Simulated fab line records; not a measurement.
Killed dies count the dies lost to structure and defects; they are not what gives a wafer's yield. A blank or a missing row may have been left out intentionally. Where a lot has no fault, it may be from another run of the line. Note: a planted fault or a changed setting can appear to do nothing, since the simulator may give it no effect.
Chamber matching	flow nand harc	NHARC_P_M1_ETCH_35 on rie diel-02: 4 sister chambers
The step etches the open film in N2/H2, target depth 40 nm, overetch 12 nm, time 43.94 s. 8 wafers are shown with their chamber, then 8 later ones without.

## EACH WAFER AND ITS CHAMBER
wafer	chamber	rf vpp V (V)	oes product au (a.u.)
L763.3	0	427.9	0.999
L765.1	3	431.9	1.000
L765.2	2	429.9	1.019
L765.3	1	426.3	1.015
L766.1	3	430.6	0.987
L766.2	0	427.8	0.998
L766.3	2	429.5	1.021
L768.1	1	427.2	1.004

## WAFERS MISSING THEIR CHAMBER
wafer	rf vpp V (V)	oes product au (a.u.)
L768.2	427.6	0.995
L768.5	430.9	1.020
L769.1	428.2	1.002
L769.3	424.9	1.029
L769.5	430.1	1.008
L770.1	427.9	1.014
L770.2	429.4	0.994
L770.3	430.8	1.006

## CHAMBER TAKEN BY EACH
wafer	from the rows above	in truth
L768.2	0	0
L768.5	2	2
L769.1	can't be placed: 0 or 1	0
L769.3	1	1
L769.5	can't be placed: 2 or 3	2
L770.1	can't be placed: 1 or 0 or 2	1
L770.2	can't be placed: 0 or 3 or 2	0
L770.3	can't be placed: 3 or 2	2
3 of 8 placed correctly. Not placeable from these rows: 5 (in 5, the candidates include the true chamber). Wrongly placed: 0.
How it was worked out, from the rows above alone: a wafer's distance from a chamber is the root of the sum, over the readings, of the square of ((its reading less the chamber's mean) divided by the reading's scatter). The wafer belongs to the nearest chamber; if the next one is less than 2 further off, it can't be placed. For every chamber, the mean is computed from those of its wafers that are shown. How the scatter is found: for the shown wafers, subtract from each reading the mean of its chamber, square and add these, divide the total by (wafers less chambers), then take the root.
